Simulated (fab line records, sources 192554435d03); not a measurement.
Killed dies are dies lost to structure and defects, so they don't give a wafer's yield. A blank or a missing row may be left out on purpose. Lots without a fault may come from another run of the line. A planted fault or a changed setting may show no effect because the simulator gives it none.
fab line records | flow n5_finfet
record lots=12 wafers=34 last_day=18
route steps=1938 shown BEOL_M13@1698
lots that met no fault: from a run of the same line without faults
start_h: hours from the record's first day to the start of the lot's first wafer shown | wait_h: hours since the lot's step before | " the same as in the row above | L1.1+2: a row that stands for several wafers | - no value, or no start given | * or withheld: withheld | < > ~ a bound
route shown NAME@n: a module of which the file shows steps, and the number in the route of the first | usual: mean/standard deviation of fault-free wafers | same: alike in all rows | chamber/n: place in a boat | sites: the reading at each site | _std_site: their standard deviation | _edge_site: outer sites' mean less inner sites' | radius_mm: how far each site lies from the wafer's centre | mask NAME#n: copy n | behind: the tool/chamber that last shaped the wafer | hold: why the lot was held/for how many hours/how that ended | device: the transistor (n, p or np) that didn't switch | end of line: the same wafers' tests at the end of the route | a step without rows: its recipe alone | killed: dies lost to structure and defects at the first sort, not the wafer's yield | map: a wafer's dies, x killed, . not, _ none there
set.NAME: the setting as run; set.NAME@STEP: as run at that earlier step | model.NAME: the simulator's own value behind a step, which no gauge read
steps of the route over a sample of lots; a table a step, a row a wafer
services: from which hour (start_h, from the record's first day; less than 0 if before it) a tool's chamber was out of use, for how many hours, and why
## steps
# step N5_BEOL_M13_OCD_MEAS_35
# usual trench_depth_nm=413/6.7
# columns lot.wafer tool chamber start_h wait_h trench_depth_nm
L368.2 ocd-02 - 247.73 0.0 417
L368.4 " - " " 414
L368.5 " - " " 411
L367.2 ocd-01 - 250.70 0.0 414
L367.3 " - " " 412
L367.5 " - " " 416
L370.2 ocd-01 - 278.54 0.0 405
L370.4 " - " " 405
L370.6 " - " " 409
L377.1 ocd-02 - 308.90 0.0 423
L377.2 " - " " 414
L377.4 " - " " 415
L376.2 ocd-01 - 312.47 0.0 410
L376.4 " - " " 418
L376.6 " - " " 406
L375.3 ocd-01 - 314.32 0.0 406
L375.4 " - " " 410
L375.6 " - " " 414
L378.1 ocd-02 - 319.16 0.0 411
L378.3 " - " " 423
L379.2 ocd-01 - 320.70 0.0 418
L379.3 " - " " 430
L379.6 " - " " 418
L384.1 ocd-01 - 352.52 0.0 428
L384.5 " - " " 414
L384.6 " - " " 424
L386.2 ocd-02 - 365.88 0.0 409
L386.3 " - " " 413
L386.6 " - " " 415
L387.1 ocd-01 - 379.25 0.0 403
L387.4 " - " " 398
L387.6 " - " " 401
L388.1 ocd-02 - 397.52 0.0 422
L388.4 " - " " 404
# step N5_BEOL_M13_STRIP_37
# recipe chemistry=N2/H2 power_w=1000 temp_c=250 h2_frac=0.65 overash_fraction=0.3 pressure_mtorr=withheld n2_flow_sccm=1750 h2_flow_sccm=3250
# usual drypump_motor_current_A=5.6/0.4 heater_power_w=376/23 oes_product_au=0.785/0.01
# columns lot.wafer tool chamber start_h wait_h drypump_motor_current_A heater_power_w oes_product_au rf_hours_counter_h
L368.2 plasma_asher-01 0 247.77 0.0 5.1 353 0.782 117
L368.4 " 1 " " 6.1 407 0.797 -
L368.5 " 1 " " 6.2 414 0.779 -
L367.2 plasma_asher-01 0 250.76 0.1 5.1 343 0.808 118
L367.3 " 1 " " 6.1 410 0.776 -
L367.5 " 0 " " 5.1 357 0.790 -
L370.2 plasma_asher-02 1 278.58 0.0 5.4 357 0.780 72
L370.4 " 0 " " 5.7 381 0.779 -
L370.6 " 1 " " 5.4 349 0.778 -
L377.1 plasma_asher-02 0 308.94 0.0 5.6 376 0.783 79
L377.2 " 1 " " 5.4 362 0.780 79
L377.4 " 1 " " 5.4 360 0.767 -
L376.2 plasma_asher-01 1 312.51 0.0 6.1 412 0.797 135
L376.4 " 1 " " 6.1 405 0.796 -
L376.6 " 0 " " 5.1 370 0.779 -
L375.3 plasma_asher-01 0 314.38 0.1 5.1 360 0.782 -
L375.4 " 1 " " 6.1 407 0.779 -
L375.6 " 1 " " 6.1 407 0.801 -
L378.1 plasma_asher-02 1 319.20 0.0 5.4 360 0.793 81
L378.3 " 0 " " 5.6 384 0.783 -
L379.2 plasma_asher-01 0 320.74 0.0 5.1 349 0.796 137
L379.3 " 1 " " 6.1 416 0.782 -
L379.6 " 0 " " 5.1 360 0.769 -
L384.1 plasma_asher-01 0 352.56 0.0 5.1 355 0.771 144
L384.5 " 1 " " 6.2 416 0.798 -
L384.6 " 0 " " 5.1 365 0.777 -
L386.2 plasma_asher-02 0 365.91 0.0 5.6 369 0.800 89
L386.3 " 1 " " 5.4 366 0.790 -
L386.6 " 0 " " 5.6 382 0.796 -
L387.1 plasma_asher-02 1 379.29 0.0 5.4 357 0.781 92
L387.4 " 0 " " 5.6 391 0.774 -
L387.6 " 0 " " 5.7 375 0.782 -
L388.1 plasma_asher-01 1 397.56 0.0 6.1 412 0.797 152
L388.4 " 0 " " 5.1 356 0.789 -
# step N5_BEOL_M13_CMP_49
# recipe stop_on=SiOC t_overpolish_s=17.1 down_force_psi=1 platen_rpm=50 clearing_platen_down_force_psi=1.5 clearing_platen_rpm=50 post_cmp_clean=cu_alkaline target_thk_nm=420 clearing_platen_pad_velocity_m_s=0.99484 pad_velocity_m_s=0.99484
# usual barrier_field_endpoint_s=30.0/0.78 edge_zone_pressure_frac=1.000/0.0053 head_pressure_psi=1.0003/0.0021 motor_current_A=5.9/0.6 overpolish_run_s=17.100/0.0096
# columns lot.wafer tool chamber start_h wait_h barrier_field_endpoint_s edge_zone_pressure_frac head_pressure_psi motor_current_A overpolish_run_s
L367.2 cmp-02 0 253.96 0.2 29.3 0.998 1.0015 5.9 17.100
L367.3 " 2 " " 30.2 0.996 1.0026 5.1 17.092
L367.5 " 0 " " 29.5 0.999 1.0035 5.9 17.098
L368.2 cmp-04 1 254.12 0.4 30.3 1.000 1.0018 5.9 17.120
L368.4 " 2 " " 31.4 0.996 1.0030 5.6 17.100
L368.5 " 2 " " 31.5 0.997 0.9996 5.6 17.107
L370.4 cmp-01 1 279.85 0.2 30.7 0.992 1.0047 5.3 17.092
L370.2 " 3 " " 30.1 1.007 1.0013 6.9 17.110
L370.6 " 1 " " 30.8 0.995 1.0053 5.5 17.102
L377.1 cmp-01 0 311.00 0.3 29.1 1.008 1.0040 6.1 17.096
L377.4 " 2 " " 22.4 1.002 1.3333 5.6 17.105
L377.2 " 3 " " 28.4 1.001 0.9967 6.7 17.100
L376.2 cmp-01 2 315.74 0.2 22.9 0.996 1.3270 6.2 17.099
L376.4 " 3 " " 30.4 1.007 1.0049 6.8 17.098
L376.6 " 2 " " 23.5 0.999 1.3302 5.9 17.089
L375.3 cmp-01 3 316.86 0.2 31.6 1.001 0.9999 7.0 17.086
L375.4 " 2 " " 23.7 1.004 1.3375 5.8 17.092
L375.6 " 3 " " 30.9 0.993 1.0010 6.6 17.096
L378.3 cmp-02 2 323.03 0.2 30.1 0.995 1.0017 5.3 17.085
L378.1 " 0 " " 29.8 1.002 1.0025 6.0 17.095
L379.3 cmp-04 1 323.23 0.2 29.9 0.994 1.0020 6.1 17.105
L379.2 " 3 " " 29.2 1.004 0.9986 6.0 17.101
L379.6 " 2 " " 30.3 0.995 0.9979 5.5 17.095
L384.1 cmp-04 2 357.04 0.4 29.4 1.008 1.0023 5.5 17.113
L384.6 " 3 " " 29.9 0.993 0.9976 6.0 17.088
L384.5 " 0 " " 29.4 1.004 0.9995 6.2 17.117
L386.3 cmp-04 0 367.86 0.2 28.7 1.005 1.0021 6.4 17.093
L386.2 " 1 " " 28.9 1.001 0.9965 6.0 17.112
L386.6 " 0 " " 29.1 1.003 1.0004 6.0 17.094
L387.4 cmp-01 3 381.95 0.1 29.0 1.002 0.9991 6.6 17.114
L387.1 " 2 " " 30.0 0.997 1.0031 5.5 17.100
L387.6 " 0 " " 29.4 1.007 1.0000 5.8 17.110
L388.1 cmp-04 3 401.73 0.3 29.0 0.992 0.9989 6.0 17.095
L388.4 " 0 " " 29.3 1.009 0.9997 6.5 17.091
# step N5_BEOL_M13_DEP_53
# recipe material=SiCN target_thk_a=500 temp_c=withheld precursor=3MS/NH3 pressure_torr=3 rf_w=675 time_s=17.8
# usual showerhead_plenum_p_Torr=4.165/0.021 throttle_valve_pct=18.4/1
# columns lot.wafer tool chamber start_h wait_h showerhead_plenum_p_Torr throttle_valve_pct
L367.2 pecvd-01 1 254.28 0.0 4.187 20.1
L367.3 " 0 " " 4.200 17.7
L367.5 " 2 " " 4.168 17.3
L368.2 pecvd-02 1 254.57 0.0 4.180 18.0
L368.4 " 0 " " 4.164 20.4
L368.5 " 2 " " 4.145 18.0
L370.2 pecvd-02 1 280.17 0.0 4.180 17.9
L370.4 " 2 " " 4.152 18.4
L370.6 " 1 " " 4.176 17.7
L377.1 pecvd-01 2 311.36 0.0 4.167 17.8
L377.2 " 0 " " 4.204 18.0
L377.4 " 1 " " 4.187 19.9
L376.2 pecvd-01 0 316.06 0.0 4.198 17.8
L376.4 " 2 " " 4.171 17.5
L376.6 " 0 " " 4.191 17.8
L375.3 pecvd-04 0 317.22 0.0 4.170 17.5
L375.4 " 2 " " 4.137 19.0
L375.6 " 0 " " 4.150 17.5
L378.1 pecvd-01 0 323.37 0.0 4.187 17.6
L378.3 " 1 " " 4.181 19.9
L379.2 pecvd-02 1 323.59 0.0 4.172 17.7
L379.3 " 2 " " 4.147 18.6
L379.6 " 1 " " 4.175 17.6
L384.1 pecvd-04 0 357.29 0.0 4.145 17.3
L384.5 " 0 " " 4.151 17.5
L384.6 " 2 " " 4.134 19.2
L386.2 pecvd-01 2 368.21 0.0 4.168 17.9
L386.3 " 1 " " 4.187 19.9
L386.6 " 0 " " 4.189 17.7
L387.1 pecvd-01 0 382.31 0.0 4.189 17.9
L387.4 " 0 " " 4.199 17.8
L387.6 " 2 " " 4.169 17.6
L388.1 pecvd-02 0 402.06 0.0 4.177 20.1
L388.4 " 0 " " 4.166 20.3
## services
# columns tool chamber start_h hours kind
cmp-01 - 228.63 4.0 pm
cmp-01 - 232.63 - consumable_replace:conditioner
pecvd-02 - 233.00 0.7 repair
plasma_asher-02 - 245.59 28.1 pm
cmp-01 - 249.01 5.0 pm
cmp-04 - 249.41 4.6 pm
pecvd-04 - 252.22 14.6 pm
cmp-01 - 258.07 4.0 repair
plasma_asher-02 - 280.02 0.7 repair
cmp-04 - 293.47 3.0 repair
cmp-04 - 297.69 3.6 repair
cmp-02 - 311.44 6.1 pm
cmp-04 - 326.54 7.1 pm
pecvd-01 - 329.86 1.7 repair
cmp-02 - 333.42 0.7 repair
cmp-02 - 335.14 4.6 repair
cmp-04 - 336.19 2.5 repair
plasma_asher-02 - 338.23 5.5 repair
pecvd-01 0 340.59 5.5 scheduled_down
pecvd-04 1 341.19 4.1 repair
cmp-04 - 348.12 2.1 repair
pecvd-01 1 373.66 5.5 scheduled_down
pecvd-01 1 387.99 2.1 scheduled_down
cmp-04 - 390.05 1.7 repair
## key
first_sign step=N5_BEOL_M13_CMP_49 reading=head_pressure_psi direction=up sigmas=99+ usual=1.0003 struck=1.3320
effect step=N5_BEOL_M13_CMP_49 reading=barrier_field_endpoint_s direction=down sigmas=8.8 usual=30.0 struck=23.1
met_at N5_BEOL_M13_CMP_49
struck_lots L375,L376,L377
struck_wafers L375.4,L376.2,L376.6,L377.4
baseline_loss step=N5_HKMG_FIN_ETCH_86 wafers=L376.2
not_acting_at N5_BEOL_M13_OCD_MEAS_35,N5_BEOL_M13_STRIP_37,N5_BEOL_M13_DEP_53
fault kind=process_parameter_drift tool=cmp-01 chamber=2 onset_h=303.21 steps=N5_BEOL_M13_CMP_49 channel=down_force_psi offset=0.33327 shape=step end_h=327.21 acts_in=these_recipes_only stated=1
# baseline_loss: these wafers lose ten dies or more at that step, a loss of the line's own and not of a fault; the sort's usual values leave them out
